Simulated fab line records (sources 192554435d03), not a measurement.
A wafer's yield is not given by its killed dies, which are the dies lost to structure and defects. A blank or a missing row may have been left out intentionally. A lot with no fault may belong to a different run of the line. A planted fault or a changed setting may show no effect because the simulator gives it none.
Chamber matching || flow n5 finfet || N5_BEOL_M13_CMP_49 on cmp-02 has 4 sister chambers
The step polishes, stops on SiOC, t overpolish 17.1 s, target thk 420 nm. 14 wafers are shown with their chamber, then 7 later ones without.

WAFERS WITH THEIR CHAMBER
{"wafer": "L076.2", "chamber": 2, "motor current A (A)": 7.2, "slurry flow ml min": 150.5, "barrier field endpoint s (s)": 31.3}
{"wafer": "L076.3", "chamber": 3, "motor current A (A)": 5.2, "slurry flow ml min": 150.1, "barrier field endpoint s (s)": 30.2}
{"wafer": "L076.6", "chamber": 2, "motor current A (A)": 6.5, "slurry flow ml min": 150.7, "barrier field endpoint s (s)": 31.0}
{"wafer": "L079.1", "chamber": 0, "motor current A (A)": 6.9, "slurry flow ml min": 149.9, "barrier field endpoint s (s)": 30.5}
{"wafer": "L079.3", "chamber": 1, "motor current A (A)": 6.1, "slurry flow ml min": 149.9, "barrier field endpoint s (s)": 31.5}
{"wafer": "L079.5", "chamber": 1, "motor current A (A)": 6.0, "slurry flow ml min": 150.0, "barrier field endpoint s (s)": 31.0}
{"wafer": "L084.1", "chamber": 3, "motor current A (A)": 5.7, "slurry flow ml min": 150.0, "barrier field endpoint s (s)": 30.4}
{"wafer": "L084.2", "chamber": 2, "motor current A (A)": 7.1, "slurry flow ml min": 149.8, "barrier field endpoint s (s)": 31.0}
{"wafer": "L084.5", "chamber": 3, "motor current A (A)": 5.9, "slurry flow ml min": 149.7, "barrier field endpoint s (s)": 30.1}
{"wafer": "L088.1", "chamber": 2, "motor current A (A)": 6.6, "slurry flow ml min": 149.9, "barrier field endpoint s (s)": 29.8}
{"wafer": "L088.5", "chamber": 3, "motor current A (A)": 5.6, "slurry flow ml min": 149.6, "barrier field endpoint s (s)": 29.8}
{"wafer": "L088.6", "chamber": 0, "motor current A (A)": 7.2, "slurry flow ml min": 150.4, "barrier field endpoint s (s)": 30.2}
{"wafer": "L093.1", "chamber": 0, "motor current A (A)": 6.7, "slurry flow ml min": 150.7, "barrier field endpoint s (s)": 29.7}
{"wafer": "L093.3", "chamber": 1, "motor current A (A)": 5.7, "slurry flow ml min": 150.1, "barrier field endpoint s (s)": 29.8}

SIGNATURES, as means of the wafers listed above
{"reading": "motor current A", "chamber 0": 6.933, "chamber 1": 5.933, "chamber 2": 6.850, "chamber 3": 5.600, "scatter within a chamber": 0.29}
{"reading": "slurry flow ml min", "chamber 0": 150.333, "chamber 1": 150.000, "chamber 2": 150.225, "chamber 3": 149.850, "scatter within a chamber": 0.332}
{"reading": "barrier field endpoint s", "chamber 0": 30.133, "chamber 1": 30.767, "chamber 2": 30.775, "chamber 3": 30.125, "scatter within a chamber": 0.58}
Rule: distance of a wafer from a chamber = root of the sum over the readings of ((wafer's reading minus chamber's mean) / reading's scatter) squared. The wafer belongs to the nearest chamber; if the next one is less than 2 further off, it can't be placed. The scatter is the square root of a quotient: the sum, over the shown wafers, of each reading's squared deviation from its chamber's mean, divided by wafers minus chambers.

WAFERS WITH NO CHAMBER GIVEN
{"wafer": "L093.4", "motor current A (A)": 7.0, "slurry flow ml min": 150.0, "barrier field endpoint s (s)": 29.4}
{"wafer": "L095.2", "motor current A (A)": 6.0, "slurry flow ml min": 148.9, "barrier field endpoint s (s)": 28.9}
{"wafer": "L095.4", "motor current A (A)": 7.3, "slurry flow ml min": 150.2, "barrier field endpoint s (s)": 29.7}
{"wafer": "L095.5", "motor current A (A)": 5.9, "slurry flow ml min": 150.3, "barrier field endpoint s (s)": 30.3}
{"wafer": "L096.1", "motor current A (A)": 5.9, "slurry flow ml min": 149.9, "barrier field endpoint s (s)": 30.2}
{"wafer": "L096.4", "motor current A (A)": 7.0, "slurry flow ml min": 149.6, "barrier field endpoint s (s)": 29.1}
{"wafer": "L096.5", "motor current A (A)": 5.9, "slurry flow ml min": 150.3, "barrier field endpoint s (s)": 29.8}

EACH ONE'S CHAMBER
{"wafer": "L093.4", "from the rows above": "can't be placed: 0 or 2", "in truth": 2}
{"wafer": "L095.2", "from the rows above": "can't be placed: 3 or 1 or 0", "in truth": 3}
{"wafer": "L095.4", "from the rows above": "can't be placed: 0 or 2", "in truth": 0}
{"wafer": "L095.5", "from the rows above": "can't be placed: 1 or 3", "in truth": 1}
{"wafer": "L096.1", "from the rows above": "can't be placed: 1 or 3", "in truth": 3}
{"wafer": "L096.4", "from the rows above": "can't be placed: 0 or 2 or 1", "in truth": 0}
{"wafer": "L096.5", "from the rows above": "can't be placed: 3 or 1 or 0 or 2", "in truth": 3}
Correct placement for 0 of the 7. Unplaceable from these rows: 7, with the true chamber sitting among the candidates in 7. Wrongly placed: 0.
